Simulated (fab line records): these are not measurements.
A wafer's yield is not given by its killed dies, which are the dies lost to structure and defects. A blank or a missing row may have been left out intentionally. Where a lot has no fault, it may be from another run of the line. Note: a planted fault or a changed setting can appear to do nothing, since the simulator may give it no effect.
The same fault as seen by 3 desks :: flow n5 finfet :: every desk sees just its own numbers, and what lay behind them comes last

## THE DEFECT DESK
Counts from the inspections along the route, per lot, as means over the sampled wafers that have a number. Any lot whose mean is over 4 standard deviations away from the usual mean is out of limits and marked OUT; that distance is given in the brackets.
Columns: A = raw defect count at N5_BEOL_M4_INSPECT_30, usual 426
lot: L279
first seen here: day 7 23:24
A: 397

lot: L280
first seen here: day 8 09:43
A: 662

lot: L283
first seen here: day 8 14:22
A: 366

lot: L285
first seen here: day 9 08:13
A: 331

lot: L286
first seen here: day 9 12:32
A: 406

lot: L287
first seen here: day 10 09:07
A: 371

lot: L291
first seen here: day 10 20:40
A: 426

lot: L290
first seen here: day 11 02:55
A: 350

lot: L292
first seen here: day 11 11:48
A: 311

lot: L297
first seen here: day 12 14:04
A: 616

lot: L298
first seen here: day 12 23:40
A: 462
Finding of this desk: none of the 11 lots has anything out of limits.

## AT THE METROLOGY DESK
What the gauges read for every lot (on any tool): the sampled wafers with a number, averaged. Any lot whose mean is over 4 standard deviations away from the usual mean is out of limits and marked OUT; that distance is given in the brackets. Only the readings that lie furthest out on some lot appear, 7 of the 11 it has.
Columns: A = M3_RS at N5_BEOL_M3_RS_MEAS_58, usual 0.69 ohm/sq; B = DIBL_P at N5_BEOL_M4_RC_MEAS_101, usual 35.3 mV/V; C = ION_N at N5_BEOL_M4_RC_MEAS_101, usual 676 uA/um; D = ION_P at N5_BEOL_M4_RC_MEAS_101, usual 463 uA/um; E = SS_P at N5_BEOL_M4_RC_MEAS_101, usual 73.0 mV/dec; F = VT_N at N5_BEOL_M4_RC_MEAS_101, usual 250 mV; G = VT_P at N5_BEOL_M4_RC_MEAS_101, usual -249.8 mV
lot: L279
first seen here: day 7 20:35
A: 0.70
B: 39.3
C: 697
D: 478
E: 72.9
F: 242
G: -246.0

lot: L280
first seen here: day 8 07:31
A: 0.72
B: 34.1
C: 680
D: 464
E: 72.9
F: 252
G: -249.9

lot: L283
first seen here: day 8 11:59
A: 0.67
B: 36.8
C: 671
D: 458
E: 74.0
F: 250
G: -250.8

lot: L285
first seen here: day 9 06:36
A: 0.70
B: 38.0
C: 666
D: 457
E: 73.2
F: 250
G: -249.2

lot: L286
first seen here: day 9 09:50
A: 0.69
B: 34.4
C: 676
D: 462
E: 73.1
F: 250
G: -249.9

lot: L287
first seen here: day 10 05:30
A: 0.69
B: 35.2
C: 677
D: 463
E: 72.8
F: 251
G: -251.5

lot: L291
first seen here: day 10 18:20
A: 0.60
B: 37.1
C: 680
D: 457
E: 73.5
F: 247
G: -249.6

lot: L290
first seen here: day 10 23:48
A: 0.69
B: 37.0
C: 684
D: 470
E: 73.1
F: 250
G: -247.6

lot: L292
first seen here: day 11 08:26
A: 0.71
B: 36.7
C: 692
D: 471
E: 74.1
F: 246
G: -248.2

lot: L297
first seen here: day 12 12:02
A: 0.65
B: 36.0
C: 679
D: 472
E: 73.0
F: 249
G: -248.5

lot: L298
first seen here: day 12 20:59
A: 0.68
B: 35.6
C: 681
D: 468
E: 72.9
F: 250
G: -249.6
Finding of this desk: none of the 11 lots has anything out of limits.

## FOR THE TOOL OWNER'S DESK: litho track-05
The tool's own readings at N5_BEOL_M4_COAT_76 (time 60 s, resist thk 5 nm): means of the sampled wafers that have a number, for each lot that ran on this tool. Any lot whose mean is over 4 standard deviations away from the usual mean is out of limits and marked OUT; that distance is given in the brackets.
Columns: A = dispense pressure kPa at N5_BEOL_M4_COAT_76, usual 51.0 kPa; B = heater power total W at N5_BEOL_M4_COAT_76, usual 391.7 W; C = spin speed rpm at N5_BEOL_M4_COAT_76, usual 1500.1 rpm
lot: L279
first seen here: day 7 23:02
A: 53.3
B: 391.7
C: 1500.2

lot: L287
first seen here: day 10 08:37
A: 53.3
B: 392.7
C: 1500.3

lot: L290
first seen here: day 11 02:32
A: 53.3
B: 391.6
C: 1500.0

lot: L292
first seen here: day 11 11:26
A: 53.3
B: 390.6
C: 1501.0

lot: L297
first seen here: day 12 13:43
A: 53.3
B: 391.8
C: 1683.9 (+99 or more) OUT

lot: L298
first seen here: day 12 23:19
A: 53.3
B: 391.1
C: 1683.3 (+99 or more) OUT
This desk's finding: out of limits on L297, L298; first on L297, day 12 13:43 (spin speed rpm at N5_BEOL_M4_COAT_76). L279, L287, L290, L292: within limits.

## BROUGHT TOGETHER
The tool owner's desk could have raised an alarm at day 12 13:43, on L297, L298.
Nothing the defect desk looked at was out of limits.
Nothing out of limits was seen by the metrology desk.
The defect desk has L297, L298 on record, within its limits.
The metrology desk holds a record of L297, L298, inside its limits.
All the named lots went through N5_BEOL_M4_COAT_76 on litho track-05.

## WHAT HAD BEEN PUT IN BY THE SIMULATOR
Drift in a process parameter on litho track-05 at N5_BEOL_M4_COAT_76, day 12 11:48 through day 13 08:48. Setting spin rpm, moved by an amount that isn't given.
Shown lots that were struck: L297, L298.
Each desk's first reading out of limits, in hours after the fault started: the tool owner's desk, 2.
